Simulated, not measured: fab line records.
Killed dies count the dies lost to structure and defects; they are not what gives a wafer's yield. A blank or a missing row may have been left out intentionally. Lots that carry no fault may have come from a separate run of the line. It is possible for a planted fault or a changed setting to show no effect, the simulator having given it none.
Matching of chambers    flow nand harc    NHARC_A_CHANNEL_FILL_D1_CMP_10 on cmp-02 has 4 sister chambers
The step polishes, target thk 150 nm. 8 wafers are shown with their chamber, then 7 later ones without.

== WAFERS WITH THEIR CHAMBER ==
wafer   chamber  motor current A (A)  time to endpoint s (s)
L078.6  2        11.8                 17.2
L080.3  0        12.0                 16.3
L083.3  3        14.1                 18.7
L085.2  1        12.3                 22.9
L085.5  0        11.5                 20.4
L085.6  3        13.5                 23.5
L089.2  2        11.8                 17.2
L089.5  1        12.6                 17.6

== WAFERS MISSING THEIR CHAMBER ==
wafer   motor current A (A)  time to endpoint s (s)
L089.6  11.5                 14.9
L092.1  11.9                 19.2
L092.4  13.8                 19.5
L092.5  11.9                 18.1
L093.1  14.2                 20.7
L093.2  11.8                 20.3
L093.4  11.4                 17.3

== WHICH CHAMBER EACH ONE RAN IN ==
wafer   from the rows above           in truth
L089.6  can't be placed: 2 or 0       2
L092.1  can't be placed: 0 or 2 or 1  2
L092.4  3                             3
L092.5  can't be placed: 2 or 0 or 1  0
L093.1  3                             3
L093.2  can't be placed: 0 or 2 or 1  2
L093.4  can't be placed: 0 or 2       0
Correct placement for 2 of the 7. From these rows, 5 cannot be placed; in 5 the true chamber is one of the candidates. Placed wrongly: 0.
How it was worked out, from the rows above alone: a wafer's distance from a chamber is the root of the sum, over the readings, of the square of ((its reading less the chamber's mean) divided by the reading's scatter). The wafer belongs to the nearest chamber; if the next one is less than 2 further off, it can't be placed. Each chamber's mean is taken over the wafers shown for it. How the scatter is found: for the shown wafers, subtract from each reading the mean of its chamber, square and add these, divide the total by (wafers less chambers), then take the root.
